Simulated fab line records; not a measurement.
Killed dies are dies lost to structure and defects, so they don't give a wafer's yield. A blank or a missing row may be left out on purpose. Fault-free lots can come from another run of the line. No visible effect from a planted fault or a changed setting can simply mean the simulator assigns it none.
fab line records | flow nandHarc
record lots=7 wafers=21 lastDay=33
route steps=1302 shown A_WL_FILL@982 A_CONTACT@983 END@1302
lots untouched by any fault: they come from a run of this same line in which no faults occurred
startH: the number of hours between the record's first day and the start of the first shown wafer of the lot | waitH: time in hours since the lot's previous step | " as in the row above | L1.1+2: a row that stands for several wafers | - no value, or no start given | * or withheld: withheld | < > ~ a bound
route shown NAME@n: names a module that has steps shown in the file, with the first one's number in the route | usual: mean and standard deviation over wafers with no fault | same: alike in all rows | chamber/n: place in a boat | sites: readings site by site | _std_site: their standard deviation | _edge_site: the outer-site mean with the inner-site mean subtracted | radiusMm: how far each site lies from the wafer's centre | mask NAME#n: copy n | behind: tool/chamber where the wafer was last shaped | hold: cause of the lot's hold/its duration in hours/its outcome | device: transistor that didn't switch, given as n, p or np | end of line: tests of these same wafers at the route's end | a step with no rows: only its recipe | killed: count of dies lost to structure and defects at first sort (not the wafer's yield) | map: the dies of a wafer, with x for killed, . for not killed, _ for no die there
set.NAME: the setting that was run; set.NAME@STEP: the one run at that earlier step | model.NAME: the simulator's own value behind a step, which no gauge read
lots at selected steps of the route; one table per step, one row per wafer
services: the hour from which a tool's chamber was out of use, counted from the record's first day as startH (under 0 if before that day), plus the number of hours and why
## steps
# step NHARC_A_WL_FILL_INSPECT_15
# usual rawDefectCount=483/170
# columns lot.wafer tool chamber startH waitH rawDefectCount
L712.2 defectInspect-01 - 505.36 0.0 409
L712.3 " - " " 444
L712.6 " - " " 367
L714.2 defectInspect-01 - 534.78 0.1 371
L714.3 " - " " 331
L714.5 " - " " 803
L720.1 defectInspect-02 - 580.15 0.0 317
L720.2 " - " " 342
L720.6 " - " " 376
L722.2 defectInspect-02 - 604.67 0.0 592
L722.3 " - " " 466
L722.4 " - " " 411
L723.2 defectInspect-02 - 620.63 0.0 421
L723.3 " - " " 456
L723.5 " - " " 422
L724.1 defectInspect-01 - 620.65 0.0 314
L724.3 " - " " 289
L724.4 " - " " 364
L732.4 defectInspect-01 - 695.75 0.0 661
L732.5 " - " " 762
L732.6 " - " " 631
# step NHARC_A_CONTACT_DEP_24
# recipe targetThkA=5000 tempC=400 pressureTorr=6.5 rfW=900 teosFlowSccm=161.4 flowSccm=2650 targetThkNm=500 gas=O2 material=SiO2
# usual heaterPowerW=549/82 throttleValvePct=16.1/0.62
# columns lot.wafer tool chamber startH waitH heaterPowerW throttleValvePct
L712.3 pecvd-02 1 505.77 0.4 690 16.6
L712.2 " 0 " " 514 14.7
L712.6 " 1 " " 689 16.6
L714.2 pecvd-01 2 534.85 0.1 607 16.5
L714.3 " 1 " " 662 15.2
L714.5 " 2 " " 626 16.5
L720.1 pecvd-04 0 580.22 0.1 404 15.8
L720.2 " 2 " " 619 16.6
L720.6 " 0 " " 430 15.5
L722.2 pecvd-01 1 604.73 0.1 669 15.4
L722.3 " 0 " " 490 16.3
L722.4 " 0 " " 507 16.6
L724.1 pecvd-02 0 620.71 0.1 543 14.6
L724.3 " 2 " " 395 16.2
L724.4 " 2 " " 437 16.1
L723.2 pecvd-04 1 620.76 0.1 478 16.0
L723.3 " 2 " " 470 17.0
L723.5 " 2 " " 514 16.5
L732.6 pecvd-01 2 696.03 0.3 607 16.6
L732.5 " 0 " " 517 16.2
L732.4 " 1 " " 642 15.6
# step NHARC_A_CONTACT_DEP_28
# recipe targetThkA=70000 tempC=400 material=aC
# usual throttleValvePct=35.000/0.0098
# columns lot.wafer tool chamber startH waitH throttleValvePct
L712.2 aclDep-03 0 510.40 4.1 34.983
L712.3 " 0 " " 34.998
L712.6 " 0 513.25 6.9 35.024
L714.2 aclDep-01 0 536.53 1.1 35.011
L714.3 " 0 " " 35.017
L714.5 " 0 538.69 3.3 34.989
L720.1 aclDep-02 0 580.83 0.1 34.999
L720.2 " 0 " " 35.012
L720.6 " 0 584.37 3.6 35.000
L722.2 aclDep-03 0 607.41 2.1 35.006
L722.3 " 0 " " 35.004
L722.4 " 0 " " 34.992
L723.2 aclDep-01 0 622.18 0.9 35.010
L723.3 " 0 " " 35.000
L723.5 " 0 624.30 3.1 35.008
L724.1 aclDep-03 0 622.27 1.0 35.009
L724.3 " 0 623.67 2.4 35.010
L724.4 " 0 " " 35.003
L732.4 aclDep-03 0 700.07 3.7 35.006
L732.5 " 0 " " 35.007
L732.6 " 0 " " 35.004
# step NHARC_A_CONTACT_DEP_29
# recipe targetThkA=1000 targetThkNm=100 tempC=400 pressureTorr=3.5 flowSccm=200 rfW=350 material=SiON
# usual heaterPowerW=737/83
# columns lot.wafer tool chamber startH waitH heaterPowerW
L712.3 pecvd-04 2 514.02 2.2 801
L712.2 " 0 " " 606
L712.6 " 1 " " 744
L714.3 pecvd-02 0 540.28 2.3 696
L714.2 " 1 " " 890
L714.5 " 0 " " 711
L720.1 pecvd-02 1 585.10 3.6 732
L720.2 " 2 " " 641
L720.6 " 0 " " 631
L722.3 pecvd-04 2 611.03 2.2 726
L722.2 " 0 " " 581
L722.4 " 1 " " 770
L723.2 pecvd-02 1 625.80 2.9 809
L723.3 " 2 " " 582
L723.5 " 2 " " 576
L724.3 pecvd-01 0 626.52 2.1 759
L724.1 " 2 " " 807
L724.4 " 2 " " 786
L732.4 pecvd-04 1 702.28 1.5 797
L732.6 " 2 " " 831
L732.5 " 0 " " 567
# step NHARC_A_CONTACT_DEHYDRATE_32
# recipe tempC=150 timeS=120
# step NHARC_A_CONTACT_HMDS_33
# recipe timeS=30
# step NHARC_A_CONTACT_COAT_34
# recipe tempC=260 timeS=75
# step NHARC_A_CONTACT_COAT_35
# recipe tempC=225 timeS=65
# step NHARC_A_CONTACT_COAT_36
# recipe spinRpm=1500 resistThkNm=90
# step NHARC_A_CONTACT_SOFTBAKE_37
# recipe tempC=105 timeS=55
# step NHARC_A_CONTACT_EBR_38
# step NHARC_A_CONTACT_EXPOSE_39
# recipe na=1.35 sigmaOuter=0.8 doseMj=58.79 maskId=A_CC_3
# usual exposureDoseMJCm2=58.72/0.073
# columns lot.wafer tool chamber startH waitH mask exposureDoseMJCm2 model.A_CONTACT.overlayXNm
L712.2 arfiScanner-02 0 514.45 - A_CC_3#0 58.73 0.6234
L712.3 " 0 " " A_CC_3#0 58.67 0.6234
L712.6 " 0 " " A_CC_3#0 58.69 0.6234
L714.2 arfiScanner-01 0 540.83 - A_CC_3#0 58.73 1.61
L714.3 " 0 " " A_CC_3#0 58.81 1.61
L714.5 " 0 " " A_CC_3#0 58.78 1.61
L720.1 arfiScanner-02 0 585.71 - A_CC_3#0 58.67 7.994
L720.2 " 0 " " A_CC_3#0 58.61 7.994
L720.6 " 0 " " A_CC_3#0 58.70 7.994
L722.2 arfiScanner-02 0 611.59 - A_CC_3#0 58.60 7.714
L722.3 " 0 " " A_CC_3#0 58.73 7.714
L722.4 " 0 " " A_CC_3#0 58.66 7.714
L723.2 arfiScanner-02 0 626.23 - A_CC_3#0 58.69 7.493
L723.3 " 0 " " A_CC_3#0 58.68 7.493
L723.5 " 0 " " A_CC_3#0 58.63 7.493
L724.1 arfiScanner-03 0 627.10 - A_CC_3#0 58.96 0.2862
L724.3 " 0 " " A_CC_3#0 58.86 0.2862
L724.4 " 0 " " A_CC_3#0 58.82 0.2862
L732.4 arfiScanner-03 0 702.79 - A_CC_3#0 58.68 -0.3346
L732.5 " 0 " " A_CC_3#0 58.78 -0.3346
L732.6 " 0 " " A_CC_3#0 58.82 -0.3346
# step NHARC_A_CONTACT_PEB_40
# recipe pebTempC=100 pebTimeS=65
# step NHARC_A_CONTACT_DEVELOP_41
# recipe developTimeS=35 devTempC=23
# step NHARC_A_CONTACT_CD_MEAS_42
# recipe targetCdNm=300 landingEnergyEv=500
# usual cdNm=299.9/0.53
# same landingEnergyEv=500
# columns lot.wafer tool chamber startH waitH cdNm
L712.2 cdSem-01 0 514.59 - 299.8
L712.3 " 0 " " 300.1
L712.6 " 0 " " 299.8
L714.2 cdSem-01 0 540.97 - 299.7
L714.3 " 0 " " 299.3
L714.5 " 0 " " 299.2
L720.1 cdSem-03 0 585.85 - 299.6
L720.2 " 0 " " 300.0
L720.6 " 0 " " 300.7
L722.2 cdSem-02 0 611.73 - 300.5
L722.3 " 0 " " 300.7
L722.4 " 0 " " 299.8
L723.2 cdSem-03 0 626.38 - 300.2
L723.3 " 0 " " 299.6
L723.5 " 0 " " 300.0
L724.1 cdSem-01 0 627.24 - 299.9
L724.3 " 0 " " 300.4
L724.4 " 0 " " 300.0
L732.4 cdSem-01 0 702.92 - 299.9
L732.5 " 0 " " 299.8
L732.6 " 0 " " 300.2
# step NHARC_A_CONTACT_OVL_MEAS_43
# usual overlayXNm=0.2/0.82 overlayYNm=0.0/0.85
# columns lot.wafer tool chamber startH waitH overlayXNm overlayYNm
L712.2 overlay-02 - 514.68 - 0.6 0.0
L712.3 " - " " 0.6 -0.2
L712.6 " - " " 0.8 0.6
L714.2 overlay-02 - 541.06 - 1.7 -0.7
L714.3 " - " " 1.6 -0.3
L714.5 " - " " 2.0 -0.8
L720.1 overlay-02 - 585.94 - 7.6 -0.2
L720.2 " - " " 7.9 0.3
L720.6 " - " " 7.9 0.2
L722.2 overlay-01 - 611.82 - 7.8 0.2
L722.3 " - " " 8.3 0.6
L722.4 " - " " 7.7 0.4
L723.2 overlay-01 - 626.46 - 7.6 0.6
L723.3 " - " " 7.3 0.7
L723.5 " - " " 7.1 1.0
L724.1 overlay-01 - 627.33 - 0.2 1.8
L724.3 " - " " 0.6 1.0
L724.4 " - " " 0.0 1.5
L732.4 overlay-02 - 703.00 - -0.3 -0.2
L732.5 " - " " -0.7 0.3
L732.6 " - " " 0.3 0.1
# step NHARC_A_CONTACT_INSPECT_44
# usual rawDefectCount=77/35
# columns lot.wafer tool chamber startH waitH rawDefectCount
L712.2 defectInspect-01 - 514.71 0.0 66
L712.3 " - " " 75
L712.6 " - " " 70
L714.2 defectInspect-01 - 541.09 0.0 47
L714.3 " - " " 59
L714.5 " - " " 77
L720.1 defectInspect-02 - 585.98 0.0 40
L720.2 " - " " 29
L720.6 " - " " 44
L722.2 defectInspect-01 - 611.85 0.0 62
L722.3 " - " " 62
L722.4 " - " " 69
L723.2 defectInspect-01 - 626.50 0.0 101
L723.3 " - " " 143
L723.5 " - " " 127
L724.1 defectInspect-02 - 627.36 0.0 51
L724.3 " - " " 52
L724.4 " - " " 50
L732.4 defectInspect-02 - 703.04 0.0 67
L732.5 " - " " 75
L732.6 " - " " 62
# step NHARC_END_SORT_01
# recipe tempC=25
# usual killedAtArray=46/15 killedAtOther=1.0/1.3 killedAtPeriphery=4/3 killedDies=51/15 killedOpen=3.2/1.8 killedShort=2.5/1.5
# same grossDies=677
# columns lot.wafer tool chamber startH waitH killedAtArray killedAtOther killedAtPeriphery killedDies killedOpen killedShort
L712.2 prober-01 0 609.55 2.8 53 0 10 63 5 2
L712.3 prober-01 0 610.34 3.1 60 1 6 67 4 2
L712.6 prober-01 0 612.72 4.0 47 0 6 53 0 2
L714.2 prober-02 0 620.89 2.8 42 0 2 44 4 2
L714.3 prober-02 0 621.69 3.1 39 0 2 41 1 3
L714.5 prober-02 0 623.29 3.7 56 0 1 57 0 2
L720.1 prober-02 0 662.53 2.5 27 0 4 31 6 3
L720.2 prober-02 0 663.31 2.8 18 1 2 21 2 2
L720.6 prober-02 0 666.42 3.9 34 0 2 36 7 6
L722.2 prober-01 0 685.08 2.8 35 0 3 38 1 2
L722.3 prober-01 0 685.89 3.1 41 0 2 43 4 1
L722.4 prober-01 0 686.69 3.4 49 2 3 54 3 5
L724.1 prober-01 0 698.92 2.5 30 2 9 41 3 3
L724.3 prober-01 0 700.52 3.1 37 5 10 52 5 4
L724.4 prober-01 0 701.32 3.4 41 4 6 51 3 2
L723.2 prober-02 0 699.67 2.8 62 3 9 74 6 3
L723.3 prober-02 0 700.46 3.1 72 2 4 78 1 4
L723.5 prober-02 0 702.05 3.7 61 2 5 68 4 1
# killed by level:class
L712.2 A_CHANNEL_HOLE_D1:chamberFilmFlake=34 A_CHANNEL_HOLE_D2:chamberFilmFlake=7 P_M1:chamberFilmFlake=5 A_CONTACT:chamberFilmFlake=5 A_DECK1_JOINT:geometricParticle:short=2 P_STI:chamberFilmFlake=2 P_GATE:chamberFilmFlake=2 P_M2:geometricParticle:open=1
L712.3 A_CHANNEL_HOLE_D1:chamberFilmFlake=32 A_CHANNEL_HOLE_D2:chamberFilmFlake=12 A_STAIRCASE:chamberFilmFlake=5 P_M1:chamberFilmFlake=4 A_WL_FILL:chamberFilmFlake=3 P_GATE:geometricParticle:open=2 A_CHANNEL_FILL_D1:geometricParticle:open=1 A_CHANNEL_FILL_D1:geometricParticle:short=1
L712.6 A_CHANNEL_HOLE_D1:chamberFilmFlake=36 A_CHANNEL_HOLE_D2:chamberFilmFlake=8 P_M1:chamberFilmFlake=3 P_GATE:chamberFilmFlake=2 A_CONTACT:chamberFilmFlake=2 P_CONTACT:geometricParticle:short=1 A_WL_FILL:geometricParticle:short=1
L714.2 A_CHANNEL_HOLE_D1:chamberFilmFlake=26 A_CHANNEL_HOLE_D2:chamberFilmFlake=7 A_CONTACT:chamberFilmFlake=3 P_STI:geometricParticle:open=1 P_CONTACT:geometricParticle:open=1 A_SGD_CUT:geometricParticle:short=1 A_WL_FILL:geometricParticle:short=1 A_M0:geometricParticle:open=1
L714.3 A_CHANNEL_HOLE_D1:chamberFilmFlake=19 A_CHANNEL_HOLE_D2:chamberFilmFlake=11 A_CHANNEL_FILL_D2:chamberFilmFlake=3 P_STI:geometricParticle:short=1 A_ONON_D2:geometricParticle:short=1 A_M0:geometricParticle:short=1 A_M0:geometricParticle:open=1 P_GATE:chamberFilmFlake=1
L714.5 A_CHANNEL_HOLE_D1:chamberFilmFlake=28 A_CHANNEL_HOLE_D2:chamberFilmFlake=14 A_BONDPAD:chamberFilmFlake=4 A_CHANNEL_FILL_D2:chamberFilmFlake=2 A_SGD_CUT:chamberFilmFlake=2 A_WL_FILL:chamberFilmFlake=2 A_SGD_CUT:geometricParticle:short=1 A_WL_FILL:geometricParticle:short=1
L720.1 A_CHANNEL_HOLE_D2:chamberFilmFlake=6 A_SLIT:chamberFilmFlake=6 A_CHANNEL_HOLE_D1:chamberFilmFlake=4 A_M1:geometricParticle:open=3 P_GATE:geometricParticle:short=1 P_CONTACT:geometricParticle:open=1 A_ONON_D2:geometricParticle:short=1 A_SGD_CUT:geometricParticle:open=1
L720.2 A_CHANNEL_HOLE_D2:chamberFilmFlake=10 A_CHANNEL_HOLE_D1:chamberFilmFlake=6 P_GATE:geometricParticle:open=1 P_M1:geometricParticle:short=1 A_ONON_D1:geometricParticle:open=1 STARTING-WAFER:geometricParticle:short=1 A_CONTACT:chamberFilmFlake=1
L720.6 A_CHANNEL_HOLE_D2:chamberFilmFlake=12 A_CHANNEL_HOLE_D1:chamberFilmFlake=5 A_ONON_D1:geometricParticle:short=3 A_STAIRCASE:chamberFilmFlake=3 A_SLIT:chamberFilmFlake=3 A_ONON_D2:geometricParticle:open=2 P_CONTACT:geometricParticle:short=1 P_M1:geometricParticle:open=1
L722.2 A_SLIT:chamberFilmFlake=18 A_CHANNEL_HOLE_D1:chamberFilmFlake=5 A_CONTACT:chamberFilmFlake=5 A_CHANNEL_FILL_D2:chamberFilmFlake=4 P_STI:geometricParticle:open=1 P_M1:geometricParticle:short=1 A_CHANNEL_HOLE_D2:geometricParticle:short=1 P_ZERO_WELL:chamberFilmFlake=1
L722.3 A_SLIT:chamberFilmFlake=17 A_CONTACT:chamberFilmFlake=13 A_CHANNEL_HOLE_D1:chamberFilmFlake=3 A_BLC:geometricParticle:open=2 P_BONDPAD:chamberFilmFlake=2 A_CHANNEL_FILL_D2:chamberFilmFlake=2 A_CHANNEL_FILL_D2:geometricParticle:short=1 A_CHANNEL_FILL_D2:geometricParticle:open=1
L722.4 A_SLIT:chamberFilmFlake=25 A_CONTACT:chamberFilmFlake=9 P_BONDPAD:chamberFilmFlake=3 A_CHANNEL_FILL_D2:chamberFilmFlake=3 A_CHANNEL_HOLE_D1:geometricParticle:short=2 A_M0:geometricParticle:open=2 A_CHANNEL_HOLE_D1:chamberFilmFlake=2 A_ONON_D1:geometricParticle:short=1
L724.1 A_CHANNEL_HOLE_D2:chamberFilmFlake=13 P_GATE:chamberFilmFlake=6 A_DECK1_JOINT:chamberFilmFlake=4 A_CHANNEL_HOLE_D1:chamberFilmFlake=3 A_ONON_D2:geometricParticle:short=2 A_M0:geometricParticle:open=2 A_STAIRCASE:chamberFilmFlake=2 THIN_TSV:chamberFilmFlake=2
L723.2 A_CHANNEL_HOLE_D1:chamberFilmFlake=22 A_SLIT:chamberFilmFlake=22 A_CONTACT:chamberFilmFlake=5 P_BONDPAD:chamberFilmFlake=3 THIN_TSV:chamberFilmFlake=3 A_STAIRCASE:chamberFilmFlake=3 A_CHANNEL_HOLE_D2:chamberFilmFlake=3 P_GATE:chamberFilmFlake=2
L723.3 A_CHANNEL_HOLE_D1:chamberFilmFlake=38 A_SLIT:chamberFilmFlake=20 A_CHANNEL_HOLE_D2:chamberFilmFlake=4 A_STAIRCASE:chamberFilmFlake=3 A_ONON_D1:geometricParticle:short=2 P_BONDPAD:chamberFilmFlake=2 THIN_TSV:chamberFilmFlake=2 A_ONON_D2:geometricParticle:short=1
L724.3 A_CHANNEL_HOLE_D2:chamberFilmFlake=19 P_GATE:chamberFilmFlake=6 A_CHANNEL_HOLE_D1:chamberFilmFlake=5 A_SLIT:chamberFilmFlake=3 THIN_TSV:chamberFilmFlake=3 STARTING-WAFER:geometricParticle:open=2 A_DECK1_JOINT:chamberFilmFlake=2 A_CHANNEL_FILL_D2:chamberFilmFlake=2
L724.4 A_CHANNEL_HOLE_D2:chamberFilmFlake=12 A_CHANNEL_HOLE_D1:chamberFilmFlake=8 A_SLIT:chamberFilmFlake=6 P_ZERO_WELL:chamberFilmFlake=4 A_DECK1_JOINT:chamberFilmFlake=4 THIN_TSV:chamberFilmFlake=4 A_STAIRCASE:chamberFilmFlake=3 A_M1:chamberFilmFlake=2
L723.5 A_CHANNEL_HOLE_D1:chamberFilmFlake=24 A_SLIT:chamberFilmFlake=22 A_CHANNEL_HOLE_D2:chamberFilmFlake=4 A_STAIRCASE:chamberFilmFlake=3 A_CONTACT:chamberFilmFlake=3 A_CHANNEL_HOLE_D1:geometricParticle:open=2 A_DECK1_JOINT:chamberFilmFlake=2 THIN_TSV:chamberFilmFlake=2
## services
# columns tool chamber startH hours kind
arfiScanner-02 - 484.00 4.0 pm
aclDep-03 - 486.17 13.0 pm
pecvd-01 - 492.91 13.0 pm
arfiScanner-03 - 506.33 1.7 repair
pecvd-01 0 541.97 8.2 repair
arfiScanner-01 - 543.15 113.2 repair
aclDep-01 - 553.29 13.0 pm
arfiScanner-02 - 556.79 0.8 repair
arfiScanner-03 - 568.05 0.4 repair
pecvd-02 - 589.80 13.0 pm
pecvd-02 0 589.80 13.0 ventCycle
pecvd-02 1 589.80 13.0 ventCycle
aclDep-02 - 605.76 13.0 pm
pecvd-04 - 631.39 13.0 pm
arfiScanner-02 - 636.81 0.2 repair
aclDep-03 - 637.45 0.3 repair
arfiScanner-03 - 644.85 4.0 pm
pecvd-04 - 652.95 0.6 repair
arfiScanner-02 - 654.42 0.9 repair
arfiScanner-02 - 656.00 4.0 pm
arfiScanner-02 - 660.85 0.8 repair
aclDep-03 - 667.44 13.0 pm
pecvd-01 - 673.91 13.0 pm
arfiScanner-03 - 700.10 0.2 repair
## key
firstSign step=NHARC_A_CONTACT_OVL_MEAS_43 reading=overlayXNm direction=up sigmas=9.2 usual=0.2 struck=7.7
effect none on later readings
modelEffect step=NHARC_A_CONTACT_EXPOSE_39 value=A_CONTACT.overlayXNm without=-0.3317 struck=7.734
metAt NHARC_A_CONTACT_EXPOSE_39
struckWafers L720.1,L720.2,L720.6,L722.2,L722.3,L722.4,L723.2,L723.3,L723.5
testerLeftOut L720,L722,L723
onsetBetween 514.45 585.71
fault kind=scannerMatchingOverlay tool=arfiScanner-02 chamber=- onsetH=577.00 steps=NHARC_A_CONTACT_EXPOSE_39 offset=8.0653
# testerLeftOut: of these lots the tester's yield and bins aren't shown, on N5 and GAA mostly nor the transistor test; their killed dies are dies lost to structure and defects alone, not to doping, threshold or leakage, so they don't give the yield
